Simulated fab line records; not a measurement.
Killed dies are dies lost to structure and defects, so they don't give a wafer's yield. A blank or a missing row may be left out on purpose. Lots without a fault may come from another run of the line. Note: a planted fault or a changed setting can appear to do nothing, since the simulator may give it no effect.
Chamber matching || flow n5 finfet || uv cure-02 running N5_BEOL_M6_CURE_74: 3 sister chambers
The step cures SiCOH lowk, time 240 s. 6 wafers are shown with their chamber, then 12 later ones without.

== EACH WAFER AND ITS CHAMBER ==
{"wafer": "L080.4", "chamber": 0, "wafer_temp_C_max": 386.4, "lamp power pct (%)": 52.27}
{"wafer": "L080.5", "chamber": 0, "wafer_temp_C_max": 386.6, "lamp power pct (%)": 52.36}
{"wafer": "L079.4", "chamber": 2, "wafer_temp_C_max": 387.5, "lamp power pct (%)": 52.29}
{"wafer": "L079.6", "chamber": 2, "wafer_temp_C_max": 386.4, "lamp power pct (%)": 52.32}
{"wafer": "L083.2", "chamber": 1, "wafer_temp_C_max": 387.2, "lamp power pct (%)": 52.30}
{"wafer": "L083.4", "chamber": 1, "wafer_temp_C_max": 387.3, "lamp power pct (%)": 52.36}

== WAFERS WITH NO CHAMBER GIVEN ==
{"wafer": "L085.2", "wafer_temp_C_max": 387.4, "lamp power pct (%)": 52.23}
{"wafer": "L085.3", "wafer_temp_C_max": 386.5, "lamp power pct (%)": 52.27}
{"wafer": "L085.6", "wafer_temp_C_max": 386.7, "lamp power pct (%)": 52.35}
{"wafer": "L089.1", "wafer_temp_C_max": 386.9, "lamp power pct (%)": 52.32}
{"wafer": "L089.5", "wafer_temp_C_max": 386.9, "lamp power pct (%)": 52.25}
{"wafer": "L089.6", "wafer_temp_C_max": 387.3, "lamp power pct (%)": 52.26}
{"wafer": "L089.2", "wafer_temp_C_max": 388.0, "lamp power pct (%)": 52.28}
{"wafer": "L089.3", "wafer_temp_C_max": 387.2, "lamp power pct (%)": 52.32}
{"wafer": "L089.4", "wafer_temp_C_max": 386.8, "lamp power pct (%)": 52.27}
{"wafer": "L092.3", "wafer_temp_C_max": 387.4, "lamp power pct (%)": 52.26}
{"wafer": "L092.4", "wafer_temp_C_max": 386.8, "lamp power pct (%)": 52.36}
{"wafer": "L092.6", "wafer_temp_C_max": 386.5, "lamp power pct (%)": 52.36}

== WHICH CHAMBER EACH WENT THROUGH ==
{"wafer": "L085.2", "from the rows above": "can't be placed: 2 or 1 or 0", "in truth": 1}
{"wafer": "L085.3", "from the rows above": "can't be placed: 0 or 2 or 1", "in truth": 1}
{"wafer": "L085.6", "from the rows above": "can't be placed: 0 or 2 or 1", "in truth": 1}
{"wafer": "L089.1", "from the rows above": "can't be placed: 2 or 1 or 0", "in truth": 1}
{"wafer": "L089.5", "from the rows above": "can't be placed: 2 or 0 or 1", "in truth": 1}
{"wafer": "L089.6", "from the rows above": "can't be placed: 2 or 1 or 0", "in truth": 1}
{"wafer": "L089.2", "from the rows above": "can't be placed: 1 or 2 or 0", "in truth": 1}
{"wafer": "L089.3", "from the rows above": "can't be placed: 1 or 2 or 0", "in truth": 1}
{"wafer": "L089.4", "from the rows above": "can't be placed: 2 or 0 or 1", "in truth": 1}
{"wafer": "L092.3", "from the rows above": "can't be placed: 2 or 1 or 0", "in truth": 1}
{"wafer": "L092.4", "from the rows above": "can't be placed: 1 or 0 or 2", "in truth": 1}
{"wafer": "L092.6", "from the rows above": "can't be placed: 0 or 2 or 1", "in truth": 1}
0 of 12 placed correctly. Can't be placed from these rows: 12 (the true chamber is among the candidates in 12). Wrongly placed: 0.
How it was worked out, from the rows above alone: a wafer's distance from a chamber is the root of the sum, over the readings, of the square of ((its reading less the chamber's mean) divided by the reading's scatter). The wafer belongs to the nearest chamber; if the next one is less than 2 further off, it can't be placed. For every chamber, the mean is computed from those of its wafers that are shown. The scatter is the square root of a quotient: the sum, over the shown wafers, of each reading's squared deviation from its chamber's mean, divided by wafers minus chambers.
